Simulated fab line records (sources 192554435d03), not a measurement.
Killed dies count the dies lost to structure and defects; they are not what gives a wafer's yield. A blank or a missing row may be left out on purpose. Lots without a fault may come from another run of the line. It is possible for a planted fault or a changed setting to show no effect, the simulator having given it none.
What tool caused it? / flow n5_finfet / 39 wafers from 14 lots sampled at 6 of the route's 1938 steps

## WHAT EACH GAUGE READ, for each wafer
N5_BEOL_M10_OCD_MEAS_38.
lot=L955; measured=day 10 21:05; on=ocd-01; trench_depth_nm (nm)=152.5 151.7 148.2
lot=L953; measured=day 10 21:08; on=ocd-02; trench_depth_nm (nm)=145.5 152.6 153.3
lot=L956; measured=day 11 14:56; on=ocd-02; trench_depth_nm (nm)=149.5 149.4 149.3
lot=L960; measured=day 12 00:25; on=ocd-02; trench_depth_nm (nm)=152.6 149.4 152.3
lot=L959; measured=day 12 01:02; on=ocd-01; trench_depth_nm (nm)=145.7 151.9 150.9
lot=L961; measured=day 12 04:18; on=ocd-01; trench_depth_nm (nm)=153.7 151.3 154.0
lot=L964; measured=day 13 01:07; on=ocd-02; trench_depth_nm (nm)=151.7 148.3 152.1
lot=L967; measured=day 14 12:13; on=ocd-01; trench_depth_nm (nm)=148.5 148.1 147.6
lot=L970; measured=day 15 23:58; on=ocd-01; trench_depth_nm (nm)=150.8 147.8 150.3
lot=L972; measured=day 16 00:25; on=ocd-01; trench_depth_nm (nm)=150.2 149.5
lot=L971; measured=day 16 03:01; on=ocd-02; trench_depth_nm (nm)=144.9 151.4 147.9
lot=L973; measured=day 16 07:05; on=ocd-01; trench_depth_nm (nm)=148.5 150.7 151.1
lot=L975; measured=day 17 03:33; on=ocd-01; trench_depth_nm (nm)=151.3 151.3
lot=L976; measured=day 17 05:36; on=ocd-02; trench_depth_nm (nm)=149.8 150.4

N5_BEOL_M11_CD_MEAS_11 targets a cd of 64.1 nm.
lot=L955; measured=day 11 03:05; on=cd_sem-02; cd_nm (nm)=64.5 65.1 64.0
lot=L953; measured=day 11 03:15; on=cd_sem-01; cd_nm (nm)=64.5 63.2 63.7
lot=L956; measured=day 11 19:25; on=cd_sem-01; cd_nm (nm)=64.1 65.5 64.5
lot=L960; measured=day 12 05:02; on=cd_sem-01; cd_nm (nm)=63.7 64.1 64.5
lot=L959; measured=day 12 07:43; on=cd_sem-03; cd_nm (nm)=63.2 63.6 63.5
lot=L961; measured=day 12 10:01; on=cd_sem-02; cd_nm (nm)=64.8 64.0 63.7
lot=L964; measured=day 13 09:52; on=cd_sem-03; cd_nm (nm)=63.7 62.9 63.7
lot=L967; measured=day 14 17:08; on=cd_sem-03; cd_nm (nm)=64.2 63.5 64.6
lot=L970; measured=day 16 06:43; on=cd_sem-03; cd_nm (nm)=64.3 64.4 63.9
lot=L972; measured=day 16 07:32; on=cd_sem-03; cd_nm (nm)=65.2 64.2
lot=L971; measured=day 16 07:37; on=cd_sem-02; cd_nm (nm)=64.2 63.0 64.0
lot=L973; measured=day 16 13:59; on=cd_sem-02; cd_nm (nm)=64.4 63.6 64.3
lot=L975; measured=day 17 09:28; on=cd_sem-02; cd_nm (nm)=64.5 64.0
lot=L976; measured=day 17 09:37; on=cd_sem-03; cd_nm (nm)=64.1 63.9

N5_BEOL_M11_CD_MEAS_18: pitch 140 nm, target cd 70 nm.
lot=L955; measured=day 11 03:40; on=cd_sem-01; cd_nm (nm)=70.3 71.4 69.5
lot=L953; measured=day 11 04:04; on=cd_sem-03; cd_nm (nm)=69.7 69.6 69.0
lot=L956; measured=day 11 20:16; on=cd_sem-02; cd_nm (nm)=69.6 71.6 70.7
lot=L960; measured=day 12 05:42; on=cd_sem-02; cd_nm (nm)=69.7 69.5 70.0
lot=L959; measured=day 12 09:26; on=cd_sem-01; cd_nm (nm)=69.2 69.6 69.4
lot=L961; measured=day 12 11:19; on=cd_sem-03; cd_nm (nm)=70.5 69.3 69.3
lot=L964; measured=day 13 10:30; on=cd_sem-03; cd_nm (nm)=70.0 69.0 69.3
lot=L967; measured=day 14 17:40; on=cd_sem-03; cd_nm (nm)=70.8 69.3 70.4
lot=L970; measured=day 16 07:36; on=cd_sem-03; cd_nm (nm)=- - -
lot=L972; measured=day 16 08:07; on=cd_sem-02; cd_nm (nm)=70.4 70.2
lot=L971; measured=day 16 08:40; on=cd_sem-03; cd_nm (nm)=- - -
lot=L973; measured=day 16 14:38; on=cd_sem-03; cd_nm (nm)=70.1 68.9 70.6
lot=L975; measured=day 17 10:00; on=cd_sem-03; cd_nm (nm)=70.3 69.9
lot=L976; measured=day 17 10:14; on=cd_sem-02; cd_nm (nm)=70.2 69.7

## WHAT TOOL EACH LOT RAN ON (gives the tool, then ch and the chambers of the sampled wafers, and finally the start)
lot=L955; N5_BEOL_M10_TRENCH_ETCH_37=rie_diel-06 ch 0,2,3, day 10 21:05 or earlier; N5_BEOL_M11_HM_DEP_02=pvd_sputter-01, day 11 02:35; N5_BEOL_M11_HM_OPEN_17=rie_metal-02 ch 0,1, day 11 03:26
lot=L953; N5_BEOL_M10_TRENCH_ETCH_37=rie_diel-05 ch 0,1, day 10 21:08 or earlier; N5_BEOL_M11_HM_DEP_02=pvd_sputter-01, day 11 02:41; N5_BEOL_M11_HM_OPEN_17=rie_metal-01 ch 0,1, day 11 03:37
lot=L956; N5_BEOL_M10_TRENCH_ETCH_37=rie_diel-04 ch 0,3, day 11 14:56 or earlier; N5_BEOL_M11_HM_DEP_02=pvd_sputter-01, day 11 19:03; N5_BEOL_M11_HM_OPEN_17=rie_metal-03 ch 0,1, day 11 20:02
lot=L960; N5_BEOL_M10_TRENCH_ETCH_37=rie_diel-05 ch 1,2, day 12 00:25 or earlier; N5_BEOL_M11_HM_DEP_02=pvd_sputter-01, day 12 04:32; N5_BEOL_M11_HM_OPEN_17=rie_metal-01 ch 0,1, day 12 05:25
lot=L959; N5_BEOL_M10_TRENCH_ETCH_37=rie_diel-06 ch 0,1, day 12 01:02 or earlier; N5_BEOL_M11_HM_DEP_02=pvd_sputter-02, day 12 07:13; N5_BEOL_M11_HM_OPEN_17=rie_metal-01 ch 0,1, day 12 09:07
lot=L961; N5_BEOL_M10_TRENCH_ETCH_37=rie_diel-06 ch 2,3, day 12 04:18 or earlier; N5_BEOL_M11_HM_DEP_02=pvd_sputter-01, day 12 09:31; N5_BEOL_M11_HM_OPEN_17=rie_metal-02 ch 0, day 12 11:01
lot=L964; N5_BEOL_M10_TRENCH_ETCH_37=rie_diel-06 ch 2,3, day 13 01:07 or earlier; N5_BEOL_M11_HM_DEP_02=pvd_sputter-03, day 13 09:22; N5_BEOL_M11_HM_OPEN_17=rie_metal-03 ch 0,1, day 13 10:20
lot=L967; N5_BEOL_M10_TRENCH_ETCH_37=rie_diel-04 ch 0,1, day 14 12:13 or earlier; N5_BEOL_M11_HM_DEP_02=pvd_sputter-02, day 14 16:38; N5_BEOL_M11_HM_OPEN_17=rie_metal-02 ch 0,1, day 14 17:29
lot=L970; N5_BEOL_M10_TRENCH_ETCH_37=rie_diel-06 ch 0,3, day 15 23:58 or earlier; N5_BEOL_M11_HM_DEP_02=pvd_sputter-01, day 16 06:21; N5_BEOL_M11_HM_OPEN_17=rie_metal-03 ch 0,1, day 16 07:24
lot=L972; N5_BEOL_M10_TRENCH_ETCH_37=rie_diel-06 ch 3, day 16 00:25 or earlier; N5_BEOL_M11_HM_DEP_02=pvd_sputter-02, day 16 07:02; N5_BEOL_M11_HM_OPEN_17=rie_metal-03 ch 0, day 16 07:53
lot=L971; N5_BEOL_M10_TRENCH_ETCH_37=rie_diel-06 ch 1,2,3, day 16 03:01 or earlier; N5_BEOL_M11_HM_DEP_02=pvd_sputter-02, day 16 07:14; N5_BEOL_M11_HM_OPEN_17=rie_metal-03 ch 0,1, day 16 08:22
lot=L973; N5_BEOL_M10_TRENCH_ETCH_37=rie_diel-04 ch 0,3, day 16 07:05 or earlier; N5_BEOL_M11_HM_DEP_02=pvd_sputter-02, day 16 13:28; N5_BEOL_M11_HM_OPEN_17=rie_metal-02 ch 0,1, day 16 14:20
lot=L975; N5_BEOL_M10_TRENCH_ETCH_37=rie_diel-06 ch 0,2, day 17 03:33 or earlier; N5_BEOL_M11_HM_DEP_02=pvd_sputter-02, day 17 08:58; N5_BEOL_M11_HM_OPEN_17=rie_metal-02 ch 0, day 17 09:49
lot=L976; N5_BEOL_M10_TRENCH_ETCH_37=rie_diel-05 ch 1,2, day 17 05:36 or earlier; N5_BEOL_M11_HM_DEP_02=pvd_sputter-01, day 17 09:15; N5_BEOL_M11_HM_OPEN_17=rie_metal-01 ch 0, day 17 10:03
- N5_BEOL_M10_TRENCH_ETCH_37: etches SiCOH lowk in C4F6/O2, target depth 148.83 nm, time 48 s.
- N5_BEOL_M11_HM_DEP_02: deposits TiN, target thk 20 nm.
- N5_BEOL_M11_HM_OPEN_17: chemistry Cl2/BCl3, target TiN, target depth 20 nm, overetch 6 nm.

## WHAT THE TOOLS THEMSELVES READ (means of the sampled wafers that have a number; where no wafer has one, the mark that the record gives instead)
N5_BEOL_M10_TRENCH_ETCH_37.
lot=L955; tool=rie_diel-06; bias_w (W)=184.6; drypump_motor_current_A (A)=5.6; oes_f_703_au (a.u.)=0.89; oes_product_au (a.u.)=0.88; rf_fwd_power_W (W)=340.4; rf_vpp_V (V)=660; showerhead_plenum_p_Torr (Torr)=2.92; throttle_valve_pct (%)=20.7
lot=L953; tool=rie_diel-05; bias_w (W)=185.2; drypump_motor_current_A (A)=5.5; oes_f_703_au (a.u.)=0.85; oes_product_au (a.u.)=0.86; rf_fwd_power_W (W)=342.6; rf_vpp_V (V)=680; showerhead_plenum_p_Torr (Torr)=2.86; throttle_valve_pct (%)=21.0
lot=L956; tool=rie_diel-04; bias_w (W)=184.7; drypump_motor_current_A (A)=5.1; oes_f_703_au (a.u.)=0.77; oes_product_au (a.u.)=0.78; rf_fwd_power_W (W)=343.3; rf_vpp_V (V)=685; showerhead_plenum_p_Torr (Torr)=2.82; throttle_valve_pct (%)=20.9
lot=L960; tool=rie_diel-05; bias_w (W)=185.7; drypump_motor_current_A (A)=5.2; oes_f_703_au (a.u.)=0.89; oes_product_au (a.u.)=0.90; rf_fwd_power_W (W)=342.1; rf_vpp_V (V)=682; showerhead_plenum_p_Torr (Torr)=2.94; throttle_valve_pct (%)=20.9
lot=L959; tool=rie_diel-06; bias_w (W)=185.4; drypump_motor_current_A (A)=5.8; oes_f_703_au (a.u.)=0.82; oes_product_au (a.u.)=0.82; rf_fwd_power_W (W)=339.6; rf_vpp_V (V)=658; showerhead_plenum_p_Torr (Torr)=2.92; throttle_valve_pct (%)=21.0
lot=L961; tool=rie_diel-06; bias_w (W)=185.0; drypump_motor_current_A (A)=5.3; oes_f_703_au (a.u.)=0.90; oes_product_au (a.u.)=0.89; rf_fwd_power_W (W)=341.2; rf_vpp_V (V)=671; showerhead_plenum_p_Torr (Torr)=2.84; throttle_valve_pct (%)=20.5
lot=L964; tool=rie_diel-06; bias_w (W)=184.6; drypump_motor_current_A (A)=5.3; oes_f_703_au (a.u.)=0.89; oes_product_au (a.u.)=0.89; rf_fwd_power_W (W)=340.9; rf_vpp_V (V)=671; showerhead_plenum_p_Torr (Torr)=2.83; throttle_valve_pct (%)=20.5
lot=L967; tool=rie_diel-04; bias_w (W)=185.2; drypump_motor_current_A (A)=5.1; oes_f_703_au (a.u.)=0.73; oes_product_au (a.u.)=0.74; rf_fwd_power_W (W)=341.8; rf_vpp_V (V)=694; showerhead_plenum_p_Torr (Torr)=2.88; throttle_valve_pct (%)=20.8
lot=L970; tool=rie_diel-06; bias_w (W)=185.4; drypump_motor_current_A (A)=5.9; oes_f_703_au (a.u.)=0.81; oes_product_au (a.u.)=0.80; rf_fwd_power_W (W)=340.0; rf_vpp_V (V)=647; showerhead_plenum_p_Torr (Torr)=2.98; throttle_valve_pct (%)=21.1
lot=L972; tool=rie_diel-06; bias_w (W)=184.3; drypump_motor_current_A (A)=6.0; oes_f_703_au (a.u.)=0.75; oes_product_au (a.u.)=0.73; rf_fwd_power_W (W)=340.6; rf_vpp_V (V)=656; showerhead_plenum_p_Torr (Torr)=2.94; throttle_valve_pct (%)=21.1
lot=L971; tool=rie_diel-06; bias_w (W)=184.4; drypump_motor_current_A (A)=5.6; oes_f_703_au (a.u.)=0.78; oes_product_au (a.u.)=0.78; rf_fwd_power_W (W)=340.7; rf_vpp_V (V)=674; showerhead_plenum_p_Torr (Torr)=2.81; throttle_valve_pct (%)=20.8
lot=L973; tool=rie_diel-04; bias_w (W)=185.6; drypump_motor_current_A (A)=5.5; oes_f_703_au (a.u.)=0.74; oes_product_au (a.u.)=0.73; rf_fwd_power_W (W)=341.8; rf_vpp_V (V)=674; showerhead_plenum_p_Torr (Torr)=2.75; throttle_valve_pct (%)=21.1
lot=L975; tool=rie_diel-06; bias_w (W)=185.3; drypump_motor_current_A (A)=5.4; oes_f_703_au (a.u.)=0.85; oes_product_au (a.u.)=0.86; rf_fwd_power_W (W)=339.4; rf_vpp_V (V)=660; showerhead_plenum_p_Torr (Torr)=2.88; throttle_valve_pct (%)=20.7
lot=L976; tool=rie_diel-05; bias_w (W)=184.6; drypump_motor_current_A (A)=5.2; oes_f_703_au (a.u.)=0.83; oes_product_au (a.u.)=0.83; rf_fwd_power_W (W)=341.2; rf_vpp_V (V)=676; showerhead_plenum_p_Torr (Torr)=2.94; throttle_valve_pct (%)=20.9

N5_BEOL_M11_HM_DEP_02.
lot=L955; tool=pvd_sputter-01; chamber_pressure_pa (Pa)=0.4997; substrate_temp_c (C)=24.86; throttle_valve_pct (%)=30.4
lot=L953; tool=pvd_sputter-01; chamber_pressure_pa (Pa)=0.4999; substrate_temp_c (C)=25.00; throttle_valve_pct (%)=31.1
lot=L956; tool=pvd_sputter-01; chamber_pressure_pa (Pa)=0.4998; substrate_temp_c (C)=25.05; throttle_valve_pct (%)=30.9
lot=L960; tool=pvd_sputter-01; chamber_pressure_pa (Pa)=0.5006; substrate_temp_c (C)=24.93; throttle_valve_pct (%)=30.4
lot=L959; tool=pvd_sputter-02; chamber_pressure_pa (Pa)=0.4994; substrate_temp_c (C)=25.07; throttle_valve_pct (%)=29.3
lot=L961; tool=pvd_sputter-01; chamber_pressure_pa (Pa)=0.5007; substrate_temp_c (C)=24.94; throttle_valve_pct (%)=31.3
lot=L964; tool=pvd_sputter-03; chamber_pressure_pa (Pa)=0.5003; substrate_temp_c (C)=24.93; throttle_valve_pct (%)=30.3
lot=L967; tool=pvd_sputter-02; chamber_pressure_pa (Pa)=0.5003; substrate_temp_c (C)=24.99; throttle_valve_pct (%)=28.9
lot=L970; tool=pvd_sputter-01; chamber_pressure_pa (Pa)=-; substrate_temp_c (C)=-; throttle_valve_pct (%)=-
lot=L972; tool=pvd_sputter-02; chamber_pressure_pa (Pa)=0.4999; substrate_temp_c (C)=25.01; throttle_valve_pct (%)=29.2
lot=L971; tool=pvd_sputter-02; chamber_pressure_pa (Pa)=-; substrate_temp_c (C)=-; throttle_valve_pct (%)=-
lot=L973; tool=pvd_sputter-02; chamber_pressure_pa (Pa)=0.4993; substrate_temp_c (C)=25.05; throttle_valve_pct (%)=28.8
lot=L975; tool=pvd_sputter-02; chamber_pressure_pa (Pa)=0.5009; substrate_temp_c (C)=25.06; throttle_valve_pct (%)=28.9
lot=L976; tool=pvd_sputter-01; chamber_pressure_pa (Pa)=0.5002; substrate_temp_c (C)=24.92; throttle_valve_pct (%)=31.3

N5_BEOL_M11_HM_OPEN_17.
lot=L955; tool=rie_metal-02; bias_w (W)=125.6; drypump_motor_current_A (A)=5.2; oes_product_au (a.u.)=0.60; rf_fwd_power_W (W)=992; throttle_valve_pct (%)=22.27
lot=L953; tool=rie_metal-01; bias_w (W)=125.9; drypump_motor_current_A (A)=5.7; oes_product_au (a.u.)=0.62; rf_fwd_power_W (W)=994; throttle_valve_pct (%)=22.55
lot=L956; tool=rie_metal-03; bias_w (W)=125.8; drypump_motor_current_A (A)=5.5; oes_product_au (a.u.)=0.66; rf_fwd_power_W (W)=993; throttle_valve_pct (%)=22.34
lot=L960; tool=rie_metal-01; bias_w (W)=126.4; drypump_motor_current_A (A)=5.4; oes_product_au (a.u.)=0.64; rf_fwd_power_W (W)=995; throttle_valve_pct (%)=22.39
lot=L959; tool=rie_metal-01; bias_w (W)=126.0; drypump_motor_current_A (A)=5.7; oes_product_au (a.u.)=0.60; rf_fwd_power_W (W)=994; throttle_valve_pct (%)=22.59
lot=L961; tool=rie_metal-02; bias_w (W)=125.7; drypump_motor_current_A (A)=5.2; oes_product_au (a.u.)=0.75; rf_fwd_power_W (W)=990; throttle_valve_pct (%)=21.93
lot=L964; tool=rie_metal-03; bias_w (W)=126.2; drypump_motor_current_A (A)=5.5; oes_product_au (a.u.)=0.66; rf_fwd_power_W (W)=993; throttle_valve_pct (%)=22.32
lot=L967; tool=rie_metal-02; bias_w (W)=126.3; drypump_motor_current_A (A)=5.2; oes_product_au (a.u.)=0.77; rf_fwd_power_W (W)=990; throttle_valve_pct (%)=21.93
lot=L970; tool=rie_metal-03; bias_w (W)=125.9; drypump_motor_current_A (A)=5.5; oes_product_au (a.u.)=0.28; rf_fwd_power_W (W)=991; throttle_valve_pct (%)=23.01
lot=L972; tool=rie_metal-03; bias_w (W)=125.8; drypump_motor_current_A (A)=5.1; oes_product_au (a.u.)=0.57; rf_fwd_power_W (W)=996; throttle_valve_pct (%)=22.27
lot=L971; tool=rie_metal-03; bias_w (W)=126.0; drypump_motor_current_A (A)=5.3; oes_product_au (a.u.)=0.27; rf_fwd_power_W (W)=989; throttle_valve_pct (%)=22.96
lot=L973; tool=rie_metal-02; bias_w (W)=126.1; drypump_motor_current_A (A)=5.2; oes_product_au (a.u.)=0.73; rf_fwd_power_W (W)=993; throttle_valve_pct (%)=21.94
lot=L975; tool=rie_metal-02; bias_w (W)=125.4; drypump_motor_current_A (A)=5.2; oes_product_au (a.u.)=0.69; rf_fwd_power_W (W)=992; throttle_valve_pct (%)=21.97
lot=L976; tool=rie_metal-01; bias_w (W)=125.7; drypump_motor_current_A (A)=5.1; oes_product_au (a.u.)=0.65; rf_fwd_power_W (W)=990; throttle_valve_pct (%)=22.23

## THE ANSWER, worked out from the rows above alone
Rule: the usual values come from the lots themselves. Put in order of their means at a reading, lots are off if they are a third of the lots or fewer, leave a main group of 4 or more, and stand apart from it by a gap of 3 or more times the standard deviation of the main group's means; of several such gaps the widest counts. A main group is skipped when, at the precision printed for the reading in the tables above, its means are all equal. Also off: a lot with no number at a reading for which 4 or more lots have one. Any other lot the step has rows for is counted as sound. Order of review: gauges by route order, followed by the tools' own readings, for which a lot's mean as printed above is used. At the first step where some lot is off, the reading lying furthest off is the one used; lots without a number count as furthest.
Off at N5_BEOL_M11_CD_MEAS_18 (cd_nm): L970, L971. Without a number there: L970, L971. The main group: mean 69.9 nm, standard deviation 0.39.
If a tool, at a process step before that reading, ran all the lots that are off and no sound lot after the first of them, it fits. The gauges at N5_BEOL_M11_CD_MEAS_18 aren't tried: what is off there is off at N5_BEOL_M11_HM_DEP_02 too, on other tools, and a gauge's error can't cause that. Because N5_BEOL_M10_TRENCH_ETCH_37 lacks a start for some lots, the hours and order of its lots are taken from N5_BEOL_M10_OCD_MEAS_38. None of those tried fits.

## WHAT THE SIMULATOR HAD PUT IN
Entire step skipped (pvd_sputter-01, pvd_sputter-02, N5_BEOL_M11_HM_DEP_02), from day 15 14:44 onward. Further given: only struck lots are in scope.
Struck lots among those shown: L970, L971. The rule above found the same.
